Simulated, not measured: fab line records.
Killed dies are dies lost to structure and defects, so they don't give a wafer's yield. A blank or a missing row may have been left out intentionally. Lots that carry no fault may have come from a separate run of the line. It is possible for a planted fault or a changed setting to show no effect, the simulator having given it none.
Split-lot study :: flow n5Finfet :: on a route of 1938 steps: 7 lots, 39 wafers read

== THE SPLIT ITSELF ==
At N5_GATE_CUT_ETCH_58 (etches SiNx in CH3F/O2, target depth 17 nm, time 128.6 s), the setting timeS was moved away from the recipe's 128.6 s on 12 of the 39 wafers read, by -21.5% to +19.1%. The other wafers ran this setting at the recipe's value.

The reading is taken at the split's own step.

== THE READING ==
etch.depthNm (the simulator's own value, which no gauge read), in nm, at N5_GATE_CUT_ETCH_58 (etches SiNx in CH3F/O2, target depth 17 nm, time 128.6 s). The file gives no usual value for it. Here, 27 wafers ran the recipe; their average is 17.00 nm with a standard deviation of 0.2 nm.

wafer: L074.1
tool, chamber at the split: rieDiel-03, 0
timeS as run, s: 128.6
against the recipe: recipe
etch.depthNm, nm: 17.23
against lot-mates on the recipe: -

wafer: L074.2
tool, chamber at the split: rieDiel-03, 2
timeS as run, s: 128.6
against the recipe: recipe
etch.depthNm, nm: 16.79
against lot-mates on the recipe: -

wafer: L074.3
tool, chamber at the split: rieDiel-03, 1
timeS as run, s: 128.6
against the recipe: recipe
etch.depthNm, nm: 17.13
against lot-mates on the recipe: -

wafer: L074.4
tool, chamber at the split: rieDiel-03, 3
timeS as run, s: 128.6
against the recipe: recipe
etch.depthNm, nm: 17.1
against lot-mates on the recipe: -

wafer: L074.5
tool, chamber at the split: rieDiel-03, 1
timeS as run, s: 128.6
against the recipe: recipe
etch.depthNm, nm: 17.22
against lot-mates on the recipe: -

wafer: L074.6
tool, chamber at the split: rieDiel-03, 0
timeS as run, s: 128.6
against the recipe: recipe
etch.depthNm, nm: 17.18
against lot-mates on the recipe: -

wafer: L076.1
tool, chamber at the split: rieDiel-04, 3
timeS as run, s: 100.9
against the recipe: -21.5%
etch.depthNm, nm: 13.56
against lot-mates on the recipe: -3.58

wafer: L076.2
tool, chamber at the split: rieDiel-04, 2
timeS as run, s: 100.9
against the recipe: -21.5%
etch.depthNm, nm: 13.62
against lot-mates on the recipe: -3.52

wafer: L076.3
tool, chamber at the split: rieDiel-04, 1
timeS as run, s: 128.6
against the recipe: recipe
etch.depthNm, nm: 17.22
against lot-mates on the recipe: -

wafer: L076.4
tool, chamber at the split: rieDiel-04, 0
timeS as run, s: 128.6
against the recipe: recipe
etch.depthNm, nm: 17.06
against lot-mates on the recipe: -

wafer: L076.5
tool, chamber at the split: rieDiel-04, 3
timeS as run, s: 128.6
against the recipe: recipe
etch.depthNm, nm: 17.13
against lot-mates on the recipe: -

wafer: L076.6
tool, chamber at the split: rieDiel-04, 2
timeS as run, s: 100.9
against the recipe: -21.5%
etch.depthNm, nm: 13.53
against lot-mates on the recipe: -3.61

wafer: L078.1
tool, chamber at the split: rieDiel-04, 0
timeS as run, s: 128.6
against the recipe: recipe
etch.depthNm, nm: 16.87
against lot-mates on the recipe: -

wafer: L078.2
tool, chamber at the split: rieDiel-04, 1
timeS as run, s: 139.6
against the recipe: +8.6%
etch.depthNm, nm: 18.65
against lot-mates on the recipe: +1.64

wafer: L078.3
tool, chamber at the split: rieDiel-04, 3
timeS as run, s: 128.6
against the recipe: recipe
etch.depthNm, nm: 16.96
against lot-mates on the recipe: -

wafer: L078.4
tool, chamber at the split: rieDiel-04, 2
timeS as run, s: 128.6
against the recipe: recipe
etch.depthNm, nm: 17.19
against lot-mates on the recipe: -

wafer: L078.5
tool, chamber at the split: rieDiel-04, 0
timeS as run, s: 139.6
against the recipe: +8.6%
etch.depthNm, nm: 18.44
against lot-mates on the recipe: +1.43

wafer: L078.6
tool, chamber at the split: rieDiel-04, 1
timeS as run, s: 139.6
against the recipe: +8.6%
etch.depthNm, nm: 18.68
against lot-mates on the recipe: +1.67

wafer: L082.1
tool, chamber at the split: rieDiel-05, 3
timeS as run, s: 128.6
against the recipe: recipe
etch.depthNm, nm: 17.13
against lot-mates on the recipe: -

wafer: L082.2
tool, chamber at the split: rieDiel-05, 1
timeS as run, s: 128.6
against the recipe: recipe
etch.depthNm, nm: 16.87
against lot-mates on the recipe: -

wafer: L082.3
tool, chamber at the split: rieDiel-05, 0
timeS as run, s: 128.6
against the recipe: recipe
etch.depthNm, nm: 17.07
against lot-mates on the recipe: -

wafer: L082.4
tool, chamber at the split: rieDiel-05, 2
timeS as run, s: 128.6
against the recipe: recipe
etch.depthNm, nm: 17.32
against lot-mates on the recipe: -

wafer: L082.5
tool, chamber at the split: rieDiel-05, 0
timeS as run, s: 128.6
against the recipe: recipe
etch.depthNm, nm: 17.15
against lot-mates on the recipe: -

wafer: L082.6
tool, chamber at the split: rieDiel-05, 1
timeS as run, s: 128.6
against the recipe: recipe
etch.depthNm, nm: 16.81
against lot-mates on the recipe: -

wafer: L088.1
tool, chamber at the split: rieDiel-05, 0
timeS as run, s: 153.1
against the recipe: +19.1%
etch.depthNm, nm: 20.16
against lot-mates on the recipe: +3.19

wafer: L088.2
tool, chamber at the split: rieDiel-05, 1
timeS as run, s: 153.1
against the recipe: +19.1%
etch.depthNm, nm: 19.9
against lot-mates on the recipe: +2.93

wafer: L088.3
tool, chamber at the split: rieDiel-05, 3
timeS as run, s: 153.1
against the recipe: +19.1%
etch.depthNm, nm: 20.23
against lot-mates on the recipe: +3.26

wafer: L088.4
tool, chamber at the split: rieDiel-05, 2
timeS as run, s: 128.6
against the recipe: recipe
etch.depthNm, nm: 17.25
against lot-mates on the recipe: -

wafer: L088.5
tool, chamber at the split: rieDiel-05, 0
timeS as run, s: 128.6
against the recipe: recipe
etch.depthNm, nm: 16.91
against lot-mates on the recipe: -

wafer: L088.6
tool, chamber at the split: rieDiel-05, 1
timeS as run, s: 128.6
against the recipe: recipe
etch.depthNm, nm: 16.75
against lot-mates on the recipe: -

wafer: L092.1
tool, chamber at the split: rieDiel-04, 3
timeS as run, s: 114.4
against the recipe: -11.0%
etch.depthNm, nm: 15.04
against lot-mates on the recipe: -1.77

wafer: L092.5
tool, chamber at the split: rieDiel-04, 3
timeS as run, s: 114.4
against the recipe: -11.0%
etch.depthNm, nm: 15.04
against lot-mates on the recipe: -1.77

wafer: L092.2
tool, chamber at the split: rieDiel-04, 0
timeS as run, s: 128.6
against the recipe: recipe
etch.depthNm, nm: 16.83
against lot-mates on the recipe: -

wafer: L092.3
tool, chamber at the split: rieDiel-04, 1
timeS as run, s: 128.6
against the recipe: recipe
etch.depthNm, nm: 17.05
against lot-mates on the recipe: -

wafer: L092.4
tool, chamber at the split: rieDiel-04, 2
timeS as run, s: 128.6
against the recipe: recipe
etch.depthNm, nm: 16.56
against lot-mates on the recipe: -

wafer: L092.6
tool, chamber at the split: rieDiel-04, 0
timeS as run, s: 114.4
against the recipe: -11.0%
etch.depthNm, nm: 14.9
against lot-mates on the recipe: -1.91

wafer: L093.2
tool, chamber at the split: rieDiel-05, 0
timeS as run, s: 128.6
against the recipe: recipe
etch.depthNm, nm: 16.79
against lot-mates on the recipe: -

wafer: L093.4
tool, chamber at the split: rieDiel-05, 1
timeS as run, s: 128.6
against the recipe: recipe
etch.depthNm, nm: 16.55
against lot-mates on the recipe: -

wafer: L093.6
tool, chamber at the split: rieDiel-05, 0
timeS as run, s: 128.6
against the recipe: recipe
etch.depthNm, nm: 17.01
against lot-mates on the recipe: -

FIT RESULTS
A straight line over all 39 wafers: etch.depthNm changes by +0.165 nm for each +1% of timeS; r = +0.99; the points scatter about the line by 0.2 nm.
The same after taking each lot's own level away (the mean of its wafers on the recipe; 39 wafers): +0.166 nm for each +1%; r = +0.99; scatter 0.16 nm.
That fit puts the effect of the largest move of timeS on the reading at 3.6 nm.
Measured against the standard deviation above, the lots' own levels, which go from 16.783 to 17.137 nm, span 1.7 times it.
Hence the lot-to-lot level has little effect on the slope; both slopes agree.
Check: for one of the wafers moved furthest among these (-21.5%), held out of the fit, the line's prediction against its lot-mates is -3.57 nm. It came out at -3.58 nm against them.

== ADDITIONAL SPLITS CARRIED BY THESE WAFERS ==
Other splits were also applied to these wafers ahead of the reading. Each is held against what the fit with the lots' levels taken away leaves over:
other split on the same wafers: N5_FIN_SAQP_HM_DEP_72 targetThkA
wafers away from the commonest value: 18
r with etch.depthNm (lot level and that fit taken away): -0.19

other split on the same wafers: N5_SD_EPI_N_EXPOSE_06 doseMj
wafers away from the commonest value: 12
r with etch.depthNm (lot level and that fit taken away): -0.20

other split on the same wafers: N5_HKMG_FIN_ETCH_35 timeS
wafers away from the commonest value: 12
r with etch.depthNm (lot level and that fit taken away): -0.02

== FILE'S OWN FIT ==
etch.depthNm changes by +0.166 nm for each +1% of timeS, r = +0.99.
